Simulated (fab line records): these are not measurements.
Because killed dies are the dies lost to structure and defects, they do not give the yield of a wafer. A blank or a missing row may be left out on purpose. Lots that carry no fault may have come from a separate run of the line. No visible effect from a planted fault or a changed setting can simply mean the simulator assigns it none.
fab line records	flow nand-harc
record lots=13	wafers=39	last-day=24
route steps=1159 shown P_BONDPAD@386 A_ZERO_WELL@401 A_ONON_D1@438 END@1159
lots with no fault: from the same line, run without faults
start-h: start of the lot's first displayed wafer, in hours after the record's first day	wait-h: hours from the lot's prior step to this one	" the same as in the row above	L1.1+2: one row covering several wafers at once	- value missing, or start not given	* or withheld: withheld	< > ~ a bound
route shown NAME@n: a module of which the file shows steps, and the number in the route of the first	usual: mean/standard deviation taken from wafers without a fault	same: alike in all rows	chamber/n: place in a boat	sites: each site's reading	_std_site: the standard deviation of these	_edge_site: outer sites' mean less inner sites'	radius-mm: for every site, how far away it sits from the centre of the wafer	mask NAME#n: copy n	behind: the tool/chamber that last shaped the wafer	hold: what put the lot on hold/how long, in hours/how the hold closed	device: which transistor (n, p or np) failed to switch	end of line: tests of these same wafers at the route's end	for a step that has no rows: nothing shown but its recipe	killed: not the wafer's yield, but the dies lost to structure and defects at the first sort	map: dies across one wafer; x = killed, . = not, _ = none there
set.NAME: the run value of the setting; set.NAME@STEP: its run value at that earlier step	model.NAME: the simulator's own value behind a step, which no gauge read
one table for each step of the route and one row for each wafer, over a sample of lots
services: when a tool's chamber went out of use (start-h, in hours from the record's first day, below 0 if earlier), for how many hours, and the reason
## steps
# step NHARC_P_BONDPAD_ACTIVATE_29
# recipe time-s=60	n2-flow-sccm=200	ar-flow-sccm=0	bias-power-w=0	chemistry=N2
# usual drypump-motor-current-A=5.80/0.22	oes-product-au=0.999/0.0083	rf-vpp-V=64.3/0.9	showerhead-plenum-p-Torr=1.78/0.079
lot.wafer	tool	chamber	start-h	wait-h	drypump-motor-current-A	oes-product-au	rf-hours-counter-h	rf-vpp-V	showerhead-plenum-p-Torr
L402.4	rie-diel-02	0	135.14	0.1	5.66	0.998	14	63.6	1.65
L402.1	"	2	"	"	5.79	1.011	13	64.4	1.78
L402.6	"	3	"	"	5.72	0.999	-	65.0	1.85
L404.4	rie-diel-07	3	148.43	0.1	6.38	1.013	33	64.2	1.82
L404.6	"	0	"	"	6.54	0.999	-	65.2	1.71
L404.5	"	1	"	"	5.75	1.018	-	63.1	1.67
L403.4	rie-diel-09	1	156.93	0.1	5.75	1.001	25	64.7	1.81
L403.1	"	2	"	"	6.19	1.000	24	63.8	1.82
L403.6	"	1	"	"	5.74	1.008	-	64.6	1.81
L407.3	rie-diel-02	1	159.96	0.1	5.86	0.991	0	65.5	1.85
L407.4	"	3	"	"	5.72	0.999	0	64.5	1.85
L407.6	"	1	"	"	5.85	0.998	-	64.4	1.85
L406.4	rie-diel-02	3	160.84	0.1	5.71	0.995	0	64.2	1.85
L406.3	"	0	"	"	5.68	1.007	0	63.0	1.65
L406.5	"	0	"	"	5.67	1.003	-	64.7	1.65
L408.1	rie-diel-02	0	177.61	0.1	5.69	1.016	1	63.8	1.65
L408.4	"	1	"	"	5.82	0.993	2	65.2	1.85
L408.5	"	0	"	"	5.68	0.999	-	65.9	1.65
L409.1	rie-diel-02	2	178.47	0.1	5.82	0.987	2	64.9	1.78
L409.5	"	2	"	"	5.81	0.998	-	64.5	1.78
L409.6	"	3	"	"	5.71	0.995	-	65.7	1.85
L412.2	rie-diel-02	2	192.97	0.1	5.83	0.996	2	64.1	1.78
L412.4	"	0	"	"	5.67	1.012	2	62.4	1.65
L412.6	"	3	"	"	5.71	1.003	-	64.6	1.85
L414.2	rie-diel-02	0	211.02	0.1	5.69	0.999	5	63.9	1.65
L414.5	"	1	"	"	5.85	0.997	-	64.0	1.84
L414.6	"	2	"	"	5.85	0.993	-	64.8	1.78
L418.4	rie-diel-02	3	237.06	0.1	5.74	1.001	8	65.4	1.85
L418.3	"	0	"	"	5.71	1.003	8	63.0	1.65
L418.5	"	2	"	"	5.84	0.997	-	64.4	1.78
L419.3	rie-diel-02	2	238.04	0.1	5.82	0.998	8	64.3	1.78
L419.4	"	3	"	"	5.72	1.004	8	66.5	1.85
L419.6	"	2	"	"	5.78	0.990	-	65.8	1.78
L421.2	rie-diel-02	0	252.57	0.1	5.68	0.996	9	63.3	1.65
L421.3	"	1	"	"	5.88	1.008	8	63.4	1.84
L421.4	"	2	"	"	5.77	1.001	9	65.7	1.78
L423.3	rie-diel-02	0	263.48	0.1	5.69	0.999	10	64.3	1.65
L423.4	"	2	"	"	5.80	0.999	10	65.1	1.78
L423.5	"	0	"	"	5.68	1.000	-	64.1	1.65
# step NHARC_A_ZERO_WELL_CD_MEAS_10
# recipe target-cd-nm=2000	landing-energy-ev=500
# usual cd-nm=2001.2/1.9
# same landing-energy-ev=500
lot.wafer	tool	chamber	start-h	wait-h	cd-nm
L402.1	cd-sem-03	0	136.26	-	2001.6
L402.4	"	0	"	"	2002.4
L402.6	"	0	"	"	2003.8
L404.4	cd-sem-01	0	149.65	-	1999.9
L404.5	"	0	"	"	2002.1
L404.6	"	0	"	"	2003.9
L403.1	cd-sem-02	0	158.17	-	1999.6
L403.4	"	0	"	"	1998.8
L403.6	"	0	"	"	1997.8
L407.3	cd-sem-01	0	161.22	-	2003.3
L407.4	"	0	"	"	2001.1
L407.6	"	0	"	"	2002.7
L406.3	cd-sem-01	0	161.98	-	2003.9
L406.4	"	0	"	"	2003.2
L406.5	"	0	"	"	1999.4
L408.1	cd-sem-03	0	178.72	-	1999.6
L408.4	"	0	"	"	1999.2
L408.5	"	0	"	"	2001.8
L409.1	cd-sem-01	0	179.72	-	2002.6
L409.5	"	0	"	"	2005.1
L409.6	"	0	"	"	2005.1
L412.2	cd-sem-02	0	194.22	-	2002.7
L412.4	"	0	"	"	2005.3
L412.6	"	0	"	"	2002.6
L414.2	cd-sem-03	0	212.24	-	2000.2
L414.5	"	0	"	"	2000.2
L414.6	"	0	"	"	2001.3
L418.3	cd-sem-02	0	238.29	-	2003.6
L418.4	"	0	"	"	2000.0
L418.5	"	0	"	"	2000.2
L419.3	cd-sem-03	0	239.30	-	2000.6
L419.4	"	0	"	"	2001.8
L419.6	"	0	"	"	1998.9
L421.2	cd-sem-03	0	253.82	-	2000.4
L421.3	"	0	"	"	2001.8
L421.4	"	0	"	"	2000.2
L423.3	cd-sem-03	0	264.73	-	2001.6
L423.4	"	0	"	"	2001.5
L423.5	"	0	"	"	2003.8
# step NHARC_A_ZERO_WELL_RTA_16
# recipe temp-c=1000	time-s=10
# usual lamp-power-pct=34.4/1.2	wafer_temp_C_max=1004.9/1.7
lot.wafer	tool	chamber	start-h	wait-h	lamp-power-pct	wafer_temp_C_max
L402.1	rtp-anneal-02	0	137.56	-	35.7	1006.5
L402.4	"	0	"	"	35.8	1008.3
L402.6	"	0	"	"	35.8	1007.7
L404.4	rtp-anneal-02	0	151.44	-	35.8	1006.4
L404.5	"	0	"	"	35.8	1005.4
L404.6	"	0	"	"	35.8	1006.1
L403.1	rtp-anneal-01	0	159.71	-	33.4	1003.4
L403.4	"	0	"	"	33.3	1002.9
L403.6	"	0	"	"	33.3	1002.6
L407.3	rtp-anneal-01	0	162.81	-	33.4	1005.1
L407.4	"	0	"	"	33.4	1004.2
L407.6	"	0	"	"	33.3	1004.4
L406.3	rtp-anneal-01	0	163.63	-	33.3	1003.7
L406.4	"	0	"	"	33.3	1003.4
L406.5	"	0	"	"	33.3	1003.9
L408.1	rtp-anneal-02	0	180.01	-	35.8	1005.7
L408.4	"	0	"	"	35.7	1007.2
L408.5	"	0	"	"	35.8	1006.7
L409.1	rtp-anneal-01	0	180.98	-	33.4	1004.1
L409.5	"	0	"	"	33.4	1004.7
L409.6	"	0	"	"	33.4	1003.6
L412.2	rtp-anneal-01	0	195.51	-	33.4	1004.0
L412.4	"	0	"	"	33.4	1003.5
L412.6	"	0	"	"	33.4	1003.3
L414.2	rtp-anneal-01	0	213.54	-	33.3	1002.9
L414.5	"	0	"	"	33.4	1003.6
L414.6	"	0	"	"	33.3	1003.2
L418.3	rtp-anneal-01	0	239.61	-	33.4	1004.6
L418.4	"	0	"	"	33.3	1003.8
L418.5	"	0	"	"	33.3	1003.7
L419.3	rtp-anneal-02	0	240.62	-	35.8	1005.2
L419.4	"	0	"	"	35.8	1007.2
L419.6	"	0	"	"	35.7	1005.9
L421.2	rtp-anneal-01	0	255.12	-	33.3	1003.9
L421.3	"	0	"	"	33.3	1004.1
L421.4	"	0	"	"	33.3	1004.9
L423.3	rtp-anneal-01	0	266.08	-	33.4	1003.9
L423.4	"	0	"	"	33.4	1003.8
L423.5	"	0	"	"	33.3	1003.8
# step NHARC_A_ONON_D1_DEP_19
# recipe target-thk-a=10000	n2-flow-sccm=2750	n2o-flow-sccm=2000	nh3-flow-sccm=500	sih4-flow-sccm=210	temp-c=400
lot.wafer	tool	chamber	start-h	wait-h
L402.1+4+6	pecvd-onon-04	0	171.30	0.1
L404.4+5+6	pecvd-onon-03	0	183.98	0.2
L403.1+4+6	pecvd-onon-04	0	190.17	0.1
L407.3+4+6	pecvd-onon-02	0	190.29	0.2
L406.3+4+5	pecvd-onon-02	0	194.77	0.2
L408.1+4+5	pecvd-onon-03	0	210.15	0.1
L409.1+5+6	pecvd-onon-04	0	210.16	0.1
L412.2+4+6	pecvd-onon-03	0	229.36	0.1
L414.2+5+6	pecvd-onon-02	0	244.38	0.1
L418.3+4+5	pecvd-onon-03	0	274.50	0.2
L419.3+4+6	pecvd-onon-04	0	274.50	0.2
L421.2+3+4	pecvd-onon-04	0	289.20	0.1
L423.3+4+5	pecvd-onon-04	0	297.19	0.2
# step NHARC_A_ONON_D1_THK_MEAS_21
# recipe thk-meas-gauge=ellipsometry
# usual thk-nm=1001/10
lot.wafer	tool	chamber	start-h	wait-h	thk-nm
L402.1	film-metro-01	-	171.81	-	990
L402.4	"	-	"	"	991
L402.6	"	-	"	"	991
L404.4	film-metro-01	-	184.32	-	987
L404.5	"	-	"	"	989
L404.6	"	-	"	"	986
L407.3	film-metro-01	-	190.68	-	1007
L407.4	"	-	"	"	1007
L407.6	"	-	"	"	1007
L403.1	film-metro-02	-	190.68	-	988
L403.4	"	-	"	"	989
L403.6	"	-	"	"	989
L406.3	film-metro-01	-	195.16	-	1017
L406.4	"	-	"	"	1017
L406.5	"	-	"	"	1016
L408.1	film-metro-01	-	210.66	-	1006
L408.4	"	-	"	"	1006
L408.5	"	-	"	"	1004
L409.1	film-metro-02	-	210.67	-	982
L409.5	"	-	"	"	984
L409.6	"	-	"	"	983
L412.2	film-metro-01	-	229.81	-	995
L412.4	"	-	"	"	994
L412.6	"	-	"	"	993
L414.2	film-metro-01	-	244.83	-	997
L414.5	"	-	"	"	996
L414.6	"	-	"	"	997
L418.3	film-metro-01	-	274.89	-	1012
L418.4	"	-	"	"	1011
L418.5	"	-	"	"	1010
L419.3	film-metro-02	-	274.90	-	1010
L419.4	"	-	"	"	1008
L419.6	"	-	"	"	1009
L421.2	film-metro-02	-	289.65	-	1058
L421.3	"	-	"	"	1056
L421.4	"	-	"	"	1055
L423.3	film-metro-01	-	297.58	-	1081
L423.4	"	-	"	"	1080
L423.5	"	-	"	"	1080
# step NHARC_END_SORT_01
# recipe temp-c=25
# usual killed-at-array=26/11	killed-at-other=0.6/1	killed-at-periphery=3.1/2.1	killed-dies=30/11	killed-open=3.4/1.8	killed-short=2.1/1.5
# same gross-dies=677
lot.wafer	tool	chamber	start-h	wait-h	killed-at-array	killed-at-other	killed-at-periphery	killed-dies	killed-open	killed-short
L421.2	prober-01	0	562.60	2.8	674	1	2	677	7	4
L421.3	prober-01	0	563.40	3.1	670	0	7	677	3	5
L421.4	prober-01	0	564.20	3.4	674	0	3	677	3	0
L423.3	prober-02	0	563.42	3.1	671	1	5	677	5	3
L423.4	prober-02	0	564.22	3.4	674	0	3	677	3	5
L423.5	prober-02	0	565.02	3.7	674	0	3	677	6	2
# killed by level:class
L421.2 A_ONON_D1:area-dep=650 A_CHANNEL_HOLE_D1:chamber-film-flake=5 A_CONTACT:geometric-particle:open=3 A_STAIRCASE:chamber-film-flake=3 A_CONTACT:chamber-film-flake=3 P_CONTACT:geometric-particle:short=1 A_ONON_D1:geometric-particle:short=1 A_CHANNEL_HOLE_D1:geometric-particle:short=1
L421.3 A_ONON_D1:area-dep=650 A_CHANNEL_HOLE_D1:chamber-film-flake=8 A_STAIRCASE:chamber-film-flake=5 P_GATE:chamber-film-flake=3 A_CONTACT:geometric-particle:open=2 A_CONTACT:chamber-film-flake=2 P_GATE:geometric-particle:open=1 P_GATE:geometric-particle:short=1
L423.3 A_ONON_D1:area-dep=638 A_SLIT:chamber-film-flake=22 A_CHANNEL_HOLE_D1:chamber-film-flake=4 P_CONTACT:geometric-particle:open=2 A_CONTACT:geometric-particle:short=2 P_STI:chamber-film-flake=2 A_CONTACT:chamber-film-flake=2 P_M0:geometric-particle:open=1
L421.4 A_ONON_D1:area-dep=655 A_CHANNEL_HOLE_D1:chamber-film-flake=7 A_CONTACT:chamber-film-flake=6 A_CONTACT:geometric-particle:open=2 P_ZERO_WELL:chamber-film-flake=2 A_SLIT:chamber-film-flake=2 A_WL_FILL:geometric-particle:open=1 P_GATE:chamber-film-flake=1
L423.4 A_ONON_D1:area-dep=628 A_SLIT:chamber-film-flake=22 A_CHANNEL_HOLE_D1:chamber-film-flake=10 A_CONTACT:chamber-film-flake=4 A_STAIRCASE:chamber-film-flake=3 P_M1:geometric-particle:open=1 A_ONON_D1:geometric-particle:open=1 A_ONON_D1:geometric-particle:short=1
L423.5 A_ONON_D1:area-dep=629 A_SLIT:chamber-film-flake=22 A_CHANNEL_HOLE_D1:chamber-film-flake=9 A_STAIRCASE:chamber-film-flake=4 A_CONTACT:chamber-film-flake=3 A_WL_FILL:geometric-particle:open=2 P_GATE:geometric-particle:open=1 P_GATE:geometric-particle:short=1
## services
tool	chamber	start-h	hours	kind
pecvd-onon-04	-	128.60	3.8	repair
rie-diel-02	0	129.70	-	clean
rie-diel-02	1	129.70	-	clean
rie-diel-02	2	129.70	-	clean
rie-diel-02	3	129.70	-	clean
rie-diel-09	-	139.59	0.7	repair
rie-diel-02	-	150.70	9.0	pm
rie-diel-02	0	150.70	9.0	vent-cycle
rie-diel-02	1	150.70	9.0	vent-cycle
pecvd-onon-03	-	153.12	13.0	pm
rie-diel-07	-	170.46	0.8	repair
rie-diel-09	-	214.98	1.6	repair
rie-diel-02	-	215.47	0.5	repair
rie-diel-07	-	228.36	9.0	pm
pecvd-onon-04	-	237.00	13.0	pm
rie-diel-09	-	240.67	0.8	repair
rie-diel-02	2	245.83	1.2	repair
rie-diel-02	1	248.31	1.5	repair
rie-diel-09	-	254.11	9.0	pm
rie-diel-02	1	259.32	3.5	repair
rie-diel-09	1	282.27	4.0	repair
rie-diel-09	2	285.48	8.2	repair
pecvd-onon-02	-	292.09	13.0	pm
rie-diel-02	0	296.70	3.3	repair
## key
first-sign step=NHARC_A_ONON_D1_THK_MEAS_21	reading=thk-nm	direction=up	sigmas=6.4	usual=1001	struck=1068
effect step=NHARC_END_SORT_01	reading=killed-dies	direction=up	sigmas=59	usual=30	struck=677
more-kills-born-at NHARC_A_ONON_D1_DEP_19@pecvd-onon-04=3850
met-at NHARC_A_ONON_D1_DEP_19
struck-lots L421,L423
later-rows-left-out L421.2,L421.3,L421.4,L423.3,L423.4,L423.5
tester-left-out L421,L423
not-acting-at NHARC_P_BONDPAD_ACTIVATE_29,NHARC_A_ZERO_WELL_CD_MEAS_10,NHARC_A_ZERO_WELL_RTA_16
onset-between 274.50 289.20
also-fits time
fault kind=process-parameter-drift	tool=pecvd-onon-04	chamber=-	onset-h=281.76	steps=NHARC_A_ONON_D1_DEP_19	channel=target-thk-a	offset=*	shape=step	end-h=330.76	acts-in=*	stated=*
# tester-left-out: of these lots the tester's yield and bins aren't shown, on N5 and GAA mostly nor the transistor test; their killed dies are dies lost to structure and defects alone, not to doping, threshold or leakage, so they don't give the yield
# later-rows-left-out: the simulator's readings of these wafers behind a module that went badly wrong aren't trusted and aren't shown, but for the sort
